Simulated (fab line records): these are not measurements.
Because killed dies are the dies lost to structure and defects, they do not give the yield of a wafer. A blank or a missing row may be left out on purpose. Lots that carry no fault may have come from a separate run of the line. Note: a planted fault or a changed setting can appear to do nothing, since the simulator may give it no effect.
fab line records	flow n5-finfet
record: lots: 5	wafers: 13	last-day: 16
route steps=1938 shown FIN_SAQP@90 BEOL_M4@1111 PASSIVATION@1936
lots untouched by any fault: they come from a run of this same line in which no faults occurred
start-h: hours from the record's opening day to when the first of the lot's shown wafers began	wait-h: time in hours since the lot's previous step	" the same as in the row above	L1.1+2: a single row standing in for several wafers	- no value, or no start was given	* or withheld: withheld	< > ~ a bound
route shown NAME@n: NAME is a module with steps in the file, n the number in the route of the first one	usual: the fault-free wafers' mean and standard deviation	same: alike in all rows	chamber/n: place in a boat	sites: the reading at each site	_std_site: the values' standard deviation	_edge_site: the outer-site mean with the inner-site mean subtracted	radius-mm: for every site, how far away it sits from the centre of the wafer	mask NAME#n: copy n	behind: the last tool/chamber to shape the wafer	hold: reason for holding the lot/hours on hold/outcome of the hold	device: the transistor (n, p or np) that didn't switch	end of line: tests run on the same wafers once the route is complete	where a step has no rows: the recipe by itself	killed: at the first sort, the dies lost to defects and structure; wafer yield is something else	map: dies across one wafer; x = killed, . = not, _ = none there
set.NAME: setting as actually run; set.NAME@STEP: the setting as run at that earlier step	model.NAME: the simulator's own value behind a step, which no gauge read
a table for each step, a row for each wafer; lots at some steps of the route
services: a tool's chamber out of use, with start hour (start-h, from the record's first day; less than 0 if before it), hours out, and reason
== steps ==
step: N5_FIN_SAQP_PRECLEAN_42
recipe: chemistry: O3/DIW	time-s: 60	temp-c: 22	o3-ppm: 10
step: N5_FIN_SAQP_PRECLEAN_00
recipe: chemistry: SC1	time-s: 60	temp-c: 55	mix: 1:2:50
step: N5_FIN_SAQP_PRECLEAN_44
recipe: chemistry: SC2	time-s: 45	temp-c: 35	mix: 1:1:50
step: N5_FIN_SAQP_SRD_01
recipe: dry: ipa-marangoni	time-s: 30	temp-c: 23	rinse-liquid: diw
step: N5_FIN_SAQP_ALD_61
recipe: material: SiO2	target-thk-a: 40	temp-c: 300	ald-precursor-family: BDEAS	ald-co-reactant: O2-plasma	pulse-time-s: 1	purge-time-s: 2	co-reactant-purge-time-s: 2	ald-cycles: 43	pressure-torr: 2
step: N5_FIN_SAQP_DENSIFY_62
recipe: temp-c: 700	time-s: 60	ambient: N2	idle-temp-c: 600	ramp-up-c-per-s: 150	ramp-down-c-per-s: 60	cool-to-c: 600
step: N5_FIN_SAQP_HM_DEP_03
recipe: material: SiNx	target-thk-a: 380	temp-c: 400	precursor: SiH4/NH3/N2	pressure-torr: 1.5	rf-w: 300	time-s: 33.6
step: N5_FIN_SAQP_PECVD_47
recipe: material: a-Si	target-thk-a: 450	temp-c: 400	precursor: SiH4/He	pressure-torr: 3	rf-w: 100	time-s: 36.3
step: N5_FIN_SAQP_PECVD_48
recipe: material: SiNx	target-thk-a: 250	temp-c: 400	precursor: SiH4/NH3/N2	pressure-torr: 1.5	rf-w: 300	time-s: 22.1
step: N5_FIN_SAQP_PECVD_06
recipe: material: a-Si	target-thk-a: 600	temp-c: 400	precursor: SiH4/He	pressure-torr: 3	rf-w: 100	time-s: 48.1
usual: chamber-pressure-Torr: 3.000/0.0068	heater-power-w: 828/160	showerhead-plenum-p-Torr: 5.67/0.046	throttle-valve-pct: 17.9/0.82
lot.wafer	tool	chamber	start-h	wait-h	chamber-pressure-Torr	heater-power-w	showerhead-plenum-p-Torr	throttle-valve-pct	model.a-Si_of_FIN_SAQP_PECVD_06.thk-nm
L142.1	pecvd-02	0	21.10	0.0	3.000	688	5.75	16.7	59.42
L142.2	"	1	"	"	3.007	874	5.69	17.8	59.02
L142.5	"	1	"	"	3.008	847	5.68	17.7	59.75
L154.1	pecvd-02	1	93.39	0.0	3.009	845	5.67	17.7	64.72
L154.5	"	1	"	"	3.004	851	5.68	17.8	59.82
L155.2	pecvd-02	2	100.98	0.0	2.993	973	5.70	16.9	64.86
L155.5	"	0	"	"	3.005	696	5.77	16.6	59.01
L156.2	pecvd-02	1	104.66	0.0	3.004	800	5.69	17.8	64.91
L156.3	"	2	"	"	3.004	903	5.72	16.9	61.38
L156.6	"	0	"	"	3.003	704	5.76	16.6	60.39
L157.2	pecvd-01	0	112.09	0.0	3.006	1087	5.64	18.5	58.78
L157.3	"	1	"	"	2.997	643	5.72	18.2	58.9
L157.4	"	1	"	"	3.007	626	5.71	18.3	60.79
step: N5_FIN_SAQP_THK_MEAS_07
usual: thk-nm: 59.9/1.1
lot.wafer	tool	chamber	start-h	wait-h	thk-nm
L142.1	film-metro-01	-	21.19	0.1	59.4
L142.2	"	-	"	"	59.0
L142.5	"	-	"	"	59.7
L154.1	film-metro-02	-	93.48	0.1	64.8
L154.5	"	-	"	"	59.9
L155.2	film-metro-02	-	101.08	0.1	64.8
L155.5	"	-	"	"	59.0
L156.2	film-metro-01	-	104.75	0.1	64.9
L156.3	"	-	"	"	61.3
L156.6	"	-	"	"	60.4
L157.2	film-metro-01	-	112.18	0.1	58.8
L157.3	"	-	"	"	58.9
L157.4	"	-	"	"	60.8
step: N5_FIN_SAQP_HM_DEP_72
recipe: material: SiO2	target-thk-a: 120	temp-c: 400	precursor: SiH4/N2O	pressure-torr: 0.75	rf-w: 275	time-s: 7.2
step: N5_FIN_SAQP_COAT_49
recipe: resist: SOC	temp-c: 250	time-s: 60	spin-rpm: 1500	resist-thk-nm: 100
step: N5_FIN_SAQP_COAT_50
recipe: resist: SiARC	temp-c: 220	time-s: 60	spin-rpm: 1500	resist-thk-nm: 35
step: N5_FIN_SAQP_COAT_10
recipe: resist: CAR-ArF	spin-rpm: 1500	resist-thk-nm: 90
step: N5_FIN_SAQP_EBR_12
recipe: solvent: PGMEA	ebr-width-mm: 1.5
step: N5_FIN_SAQP_SOFTBAKE_11
recipe: temp-c: 110	time-s: 60	resist: CAR-ArF
step: N5_FIN_SAQP_EXPOSE_13
recipe: mask-id: FIN_CORE	na: 1.35	source-shape: dipole	sigma-inner: 0.538	sigma-outer: 0.738	polarization: te	target-cd-nm: 35.6	dose-mj: 63.25
step: N5_FIN_SAQP_PEB_14
recipe: peb-temp-c: withheld	peb-time-s: 60	resist: CAR-ArF
step: N5_FIN_SAQP_DEVELOP_15
recipe: develop-time-s: 30	developer: TMAH	resist: CAR-ArF	dev-temp-c: 23	rinse-liquid: diw	dry: air-spin
step: N5_FIN_SAQP_DESCUM_21
recipe: chemistry: O2	time-s: 7.9	source-power-w: 50	bias-power-w: 20	pressure-mtorr: 20	rf-frequency-hz: 2.712e+07	temp-c: 40	resist: CAR-ArF	o2-flow-sccm: 225
step: N5_FIN_SAQP_ETCH_51
recipe: chemistry: CF4	target: SiARC	target-depth-a: 455	mask-material: CAR-ArF	time-s: 75.8	ion-energy-ev: 80	pressure-mtorr: 40	source-w: 545	bias-w: 36	Ar_flow_sccm: 100	cf4-flow-sccm: 100	ends: cleared
step: N5_FIN_SAQP_ETCH_52
recipe: chemistry: N2/H2	target: SOC	target-depth-a: 1000	overetch-a: 200	mask-material: SiARC	temp-c: 40	time-s: 150	ion-energy-ev: 200	pressure-mtorr: 30	source-w: 840	bias-w: 150	n2-flow-sccm: 200	h2-flow-sccm: 200	ends: end-point
step: N5_FIN_SAQP_STRIP_53
recipe: chemistry: N2/H2	temp-c: 40	n2-flow-sccm: 200	h2-flow-sccm: 200	rf-frequency-hz: 6e+07
step: N5_FIN_SAQP_HM_OPEN_73
recipe: chemistry: CHF3/O2	target: SiO2	stop-on: a-Si	target-depth-a: 120	over-etch-frac: 1.8	mask-material: SOC	time-s: 16.8	pressure-mtorr: 30	source-w: 650	bias-w: 170	Ar_flow_sccm: 200	CHF3_flow_sccm: 50	O2_flow_sccm: 5	ion-energy-ev: 200	ends: end-point
step: N5_FIN_SAQP_STRIP_74
recipe: chemistry: CHF3/O2	resist: SiARC	rf-frequency-hz: 6e+07
step: N5_FIN_SAQP_MANDREL_ETCH_22
recipe: target-depth-a: 600	chemistry: HBr/Cl2	target: a-Si	stop-on: SiNx	bt-time-s: 10	over-etch-frac: 0.5	time-s: 30	pressure-mtorr: 10	icp-w: 800	bias-w: 75	HBr_flow_sccm: 150	Cl2_flow_sccm: 80	ends: end-point
usual: HBr_flow_sccm: 150.1/0.42	chamber-pressure-mTorr: 10.000/0.011	drypump-motor-current-A: 5.5/0.51	mfc-cl2-sccm: 80.01/0.25	oes-product-au: 0.766/0.012	throttle-valve-pct: 35.42/0.29
lot.wafer	tool	chamber	start-h	wait-h	HBr_flow_sccm	chamber-pressure-mTorr	drypump-motor-current-A	mfc-cl2-sccm	oes-product-au	rf-hours-counter-h	throttle-valve-pct	model.etch.depth-nm
L142.1	rie-si-01	0	22.06	0.0	150.5	10.003	5.9	80.02	0.762	81	35.13	59.42
L142.2	"	3	"	"	149.2	10.013	5.9	80.47	0.751	108	35.96	59.02
L142.5	"	0	"	"	150.2	10.007	5.9	79.68	0.771	-	35.12	59.75
L154.1	rie-si-06	2	94.22	0.0	149.5	9.998	5.0	80.08	0.812	1	35.37	64.72
L154.5	"	3	"	"	149.7	9.984	5.0	80.38	0.756	-	35.35	59.82
L155.2	rie-si-05	2	101.82	0.0	150.0	10.002	5.7	79.83	0.806	18	35.44	64.86
L155.5	"	1	"	"	151.0	10.023	5.4	80.33	0.768	-	35.71	59.01
L156.2	rie-si-05	2	105.76	0.0	149.6	10.001	5.7	79.85	0.816	18	35.43	64.91
L156.3	"	3	"	"	150.3	9.996	5.5	80.14	0.771	78	34.94	61.38
L156.6	"	0	"	"	150.5	9.997	4.9	80.19	0.765	-	35.82	60.31
L157.2	rie-si-01	3	112.91	0.0	149.5	9.987	5.9	80.22	0.753	110	35.97	58.78
L157.3	"	1	"	"	150.1	9.999	5.7	79.65	0.759	124	35.42	58.82
L157.4	"	2	"	"	149.8	9.989	5.0	79.88	0.762	49	35.25	60.79
step: N5_FIN_SAQP_STRIP_55
recipe: chemistry: N2/H2	power-w: 500	temp-c: 40	pressure-mtorr: 50	rf-frequency-hz: 6e+07	overash-fraction: 0.3	bias-power-w: 28	h2-frac: 0.5	n2-flow-sccm: 300	h2-flow-sccm: 300
step: N5_FIN_SAQP_STRIP_23
recipe: chemistry: SPM	time-s: 750	temp-c: 130	h2so4-h2o2-vol-ratio: 4
step: N5_FIN_SAQP_SRD_66
recipe: dry: ipa-marangoni	time-s: 30	temp-c: 23	rinse-liquid: diw
step: N5_FIN_SAQP_RECESS_75
recipe: chemistry: HF/NH3	target: SiO2	target-depth-a: 144	afs-cycles: 3	temp-c: 30	sublimation-temp-c: 180	sublimation-time-s: 60
step: N5_FIN_SAQP_SPACER1_ALD_24
recipe: material: SiO2	target-thk-a: 203	temp-c: 300	ald-precursor-family: BDEAS	ald-co-reactant: O2-plasma	pulse-time-s: 1	purge-time-s: 2	co-reactant-purge-time-s: 2	ald-cycles: 218	pressure-torr: 2
step: N5_FIN_SAQP_SPACER1_ETCHBACK_25
recipe: chemistry: CHF3/O2	mode: anisotropic-etchback	target: SiO2	target-depth-a: 244	time-s: 12.2	pressure-mtorr: 30	source-w: 650	bias-w: 170	Ar_flow_sccm: 200	CHF3_flow_sccm: 50	O2_flow_sccm: 5	ion-energy-ev: 200
usual: CHF3_flow_sccm: 49.96/0.16	chamber-pressure-mTorr: 30.001/0.025	drypump-motor-current-A: 5.8/0.47	oes_o_777_au: 0.76/0.062	oes-product-au: 0.76/0.061	rf-vpp-V: 524/19	showerhead-plenum-p-Torr: 2.41/0.071	throttle-valve-pct: 19.01/0.24
lot.wafer	tool	chamber	start-h	wait-h	CHF3_flow_sccm	chamber-pressure-mTorr	drypump-motor-current-A	oes_o_777_au	oes-product-au	rf-hours-counter-h	rf-vpp-V	showerhead-plenum-p-Torr	throttle-valve-pct	model.a-Si_of_FIN_SAQP_PECVD_06.thk-nm
L142.1	rie-diel-01	2	23.64	0.4	50.14	29.983	5.7	0.81	0.81	120	542	2.51	19.18	58.4
L142.2	"	3	"	"	49.90	30.015	5.8	0.78	0.81	121	522	2.42	18.84	58.2
L142.5	"	3	"	"	49.89	29.974	5.8	0.78	0.80	-	522	2.42	18.85	58.8
L154.1	rie-diel-01	0	96.81	0.5	49.77	30.038	6.3	0.72	0.71	208	491	2.32	19.40	63.8
L154.5	"	1	"	"	49.84	29.941	6.5	0.72	0.72	-	547	2.48	18.70	58.8
L155.2	rie-diel-02	0	103.46	0.5	49.70	30.001	5.3	0.76	0.75	165	494	2.40	19.16	64
L155.5	"	2	"	"	50.09	30.019	5.7	0.82	0.82	-	541	2.45	18.95	58
L156.2	rie-diel-05	0	107.55	0.4	49.82	29.992	6.4	0.79	0.76	139	507	2.34	18.94	64
L156.3	"	1	"	"	49.97	30.019	4.8	0.71	0.71	182	533	2.51	19.38	60.4
L156.6	"	3	"	"	50.07	30.045	5.6	0.70	0.69	-	535	2.49	18.83	59.4
L157.2	rie-diel-05	1	115.58	0.4	50.06	29.963	4.8	0.71	0.71	184	536	2.51	19.35	57.8
L157.3	"	2	"	"	49.73	29.982	5.9	0.75	0.74	182	534	2.39	18.88	57.8
L157.4	"	0	"	"	50.00	29.913	6.4	0.78	0.76	141	507	2.33	18.94	59.8
step: N5_FIN_SAQP_MANDREL1_REMOVE_56
recipe: chemistry: HBr/Cl2/O2	bt-time-s: 10	target: a-Si	stop-on: SiNx	endpoint: OES-SiCl	over-etch-frac: 1	icp-w: 600	bias-w: 22	HBr_flow_sccm: 150	Cl2_flow_sccm: 80	O2_flow_sccm: 5	pressure-mtorr: 10
step: N5_BEOL_M4_RC_MEAS_101
usual: DIBL_N: 36.0/2.5	DIBL_P: 36.2/3	IOFF_N: 0.16/0.044	IOFF_P: 0.21/0.049	ION_N: 671/15	ION_P: 461/8.7	SS_N: 71.5/0.72	SS_P: 73.4/0.9	VT_N: 251/4.4	VT_P: -250/4
lot.wafer	tool	chamber	start-h	wait-h	DIBL_N[mV/V]	DIBL_P[mV/V]	IOFF_N[nA/um]	IOFF_P[nA/um]	ION_N[uA/um]	ION_P[uA/um]	SS_N[mV/dec]	SS_P[mV/dec]	VT_N[mV]	VT_P[mV]
L142.1	prober-01	0	180.05	0.0	36.4	36.1	0.16	0.24	668	463	71.9	73.5	251	-245
L142.2	"	0	"	"	34.6	33.4	0.13	0.19	667	458	71.3	72.1	254	-247
L142.5	"	0	"	"	36.0	35.2	0.15	0.22	665	460	71.6	72.7	250	-245
L155.2	prober-01	0	258.56	0.2	31.9	32.2	0.09	0.15	640	450	70.3	72.3	257	-252
L155.5	"	0	"	"	35.9	35.8	0.15	0.19	658	450	72.3	73.3	254	-253
L154.1	prober-02	0	260.71	0.0	39.9	37.9	0.20	0.24	672	462	72.0	74.2	244	-251
L154.5	"	0	"	"	34.0	31.6	0.10	0.15	673	464	71.2	72.5	256	-255
L157.2	prober-02	0	275.85	0.2	41.2	43.1	0.31	0.37	692	473	72.8	74.9	240	-241
L157.3	"	0	"	"	36.6	37.7	0.19	0.24	683	465	71.4	73.0	245	-248
L157.4	"	0	"	"	36.9	38.5	0.20	0.26	682	473	72.0	74.0	245	-245
L156.2	prober-01	0	276.84	0.2	37.9	39.9	0.19	0.25	694	472	71.8	74.0	245	-248
L156.3	"	0	"	"	37.0	38.0	0.18	0.21	679	460	71.5	74.1	246	-252
L156.6	"	0	"	"	34.7	34.5	0.12	0.16	667	456	71.2	72.4	253	-253
step: N5_PASSIVATION_PROBE_49
usual: defect-limited-yield: 91.7/1.4	killed_at_M0_to_M3: 31/11	killed_at_M4_up: 13/4.6	killed-at-contacts: 13/6.7	killed-at-front-end: 39/9.6	killed-at-other: 3.5/2.8	killed-dies: 98/16	killed-open: 64/11	killed-short: 33/8.5	sort_bin_4_leakage: 0.00/0.032	sort_bin_5_function: 4.9/0.96	sort_bin_6_memory: 3.1/0.59	sort-n-pass: 1080/23	sort-yield-pct: 91.5/1.9
same: gross-dies: 1180	killed-at-back-side: 0	sort_bin_8_speed[%]: 0
lot.wafer	tool	chamber	start-h	wait-h	defect-limited-yield[%]	killed_at_M0_to_M3	killed_at_M4_up	killed-at-contacts	killed-at-front-end	killed-at-other	killed-dies	killed-open	killed-short	sort_bin_4_leakage[%]	sort_bin_5_function[%]	sort_bin_6_memory[%]	sort-n-pass	sort-yield-pct[%]
L155.2	prober-01	-	351.84	0.1	90.0	39	13	15	48	3	118	73	45	0	6.0	3.9	1062	90.0
L155.5	prober-01	-	351.99	0.2	91.9	36	11	6	35	7	95	60	34	0	4.0	3.7	1085	91.9
L154.1	prober-01	-	362.21	0.0	91.5	30	11	21	33	5	100	66	34	0	5.1	3.2	1080	91.5
L154.5	prober-01	-	362.41	0.2	92.8	22	14	13	36	0	85	59	26	0	4.5	2.5	1095	92.8
killed by level:class
L155.2 BEOL_M0_SAQP:geometric-particle:short=11 MOL_CONTACT_COAG:geometric-particle:open=11 BEOL_M3:geometric-particle:open=8 DUMMY_GATE:geometric-particle:open=7 BEOL_M1:geometric-particle:open=7 FIN_SAQP:geometric-particle:open=6 BEOL_M0_SAQP:geometric-particle:open=6 FIN_SAQP:geometric-particle:short=5
L155.5 DUMMY_GATE:geometric-particle:open=8 STI_FIN_REVEAL:geometric-particle:open=7 BEOL_M0_SAQP:geometric-particle:short=7 BEOL_M0_SAQP:geometric-particle:open=7 BEOL_M1:geometric-particle:open=6 FIN_SAQP:geometric-particle:open=5 GATE_CUT:geometric-particle:short=5 MOL_CONTACT_COAG:geometric-particle:open=5
L154.1 MOL_CONTACT_COAG:geometric-particle:open=16 FIN_SAQP:geometric-particle:short=7 BEOL_M2:geometric-particle:open=7 STI_FIN_REVEAL:geometric-particle:open=6 BEOL_M0_SAQP:geometric-particle:open=6 BEOL_M0_SAQP:geometric-particle:short=6 FIN_SAQP:geometric-particle:open=5 MOL_CONTACT_COAG:geometric-particle:short=5
L154.5 MOL_CONTACT_COAG:geometric-particle:open=12 STI_FIN_REVEAL:geometric-particle:open=9 BEOL_M4:geometric-particle:open=8 BEOL_M0_SAQP:geometric-particle:short=8 BEOL_M2:geometric-particle:open=7 FIN_SAQP:geometric-particle:open=7 FIN_SAQP:geometric-particle:short=6 DUMMY_GATE:geometric-particle:open=4
== services ==
tool	chamber	start-h	hours	kind
rie-si-05	3	-2.33	1.4	repair
rie-si-01	1	-1.04	5.2	repair
pecvd-01	1	3.02	5.5	scheduled-down
rie-si-05	0	5.46	6.9	repair
pecvd-01	0	8.48	2.1	scheduled-down
rie-diel-05	2	11.21	2.5	repair
pecvd-02	2	21.16	-	clean
pecvd-02	2	21.16	-	consumable-replace:showerhead
pecvd-02	2	21.16	29.0	scheduled-down
pecvd-02	2	21.16	29.0	vent-cycle
pecvd-02	-	27.01	0.8	pm
pecvd-01	2	27.38	12.2	repair
rie-si-06	0	37.78	3.2	repair
pecvd-02	-	45.99	3.5	repair
rie-si-01	1	48.21	6.2	repair
rie-si-06	2	48.76	-	clean
rie-si-06	2	48.76	18.4	scheduled-down
rie-si-06	2	48.76	18.4	vent-cycle
rie-diel-02	-	65.60	2.8	pm
rie-diel-01	3	70.89	5.6	repair
rie-diel-02	3	72.95	-	clean
rie-diel-02	3	72.95	-	consumable-replace:focus-ring
rie-diel-02	3	72.95	20.8	scheduled-down
rie-si-05	0	81.21	1.4	repair
== key ==
first-sign: step: N5_FIN_SAQP_THK_MEAS_07	reading: thk-nm	direction: up	sigmas: 4.6	usual: *	struck: *
effect: step: N5_FIN_SAQP_MANDREL_ETCH_22	reading: oes-product-au	direction: up	sigmas: 3.8	usual: 0.766	struck: 0.811
model-effect: step: N5_FIN_SAQP_PECVD_06	value: a-Si_of_FIN_SAQP_PECVD_06.thk-nm	without: 59.42	struck: 64.83
model-effect: step: N5_FIN_SAQP_MANDREL_ETCH_22	value: etch.depth-nm	without: 59.42	struck: 64.83
model-effect: step: N5_FIN_SAQP_SPACER1_ETCHBACK_25	value: a-Si_of_FIN_SAQP_PECVD_06.thk-nm	without: 58.47	struck: 63.93
met-at N5_FIN_SAQP_PECVD_06
struck-wafers L154.1,L155.2,L156.2
onset-between 21.10 93.39
fault: kind: process-parameter-drift	tool: pecvd-02	chamber: -	onset-h: 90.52	steps: N5_FIN_SAQP_PECVD_06	channel: time-s	offset: *	shape: step	end-h: 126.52	scope: struck-wafers-only	acts-in: *	stated: *
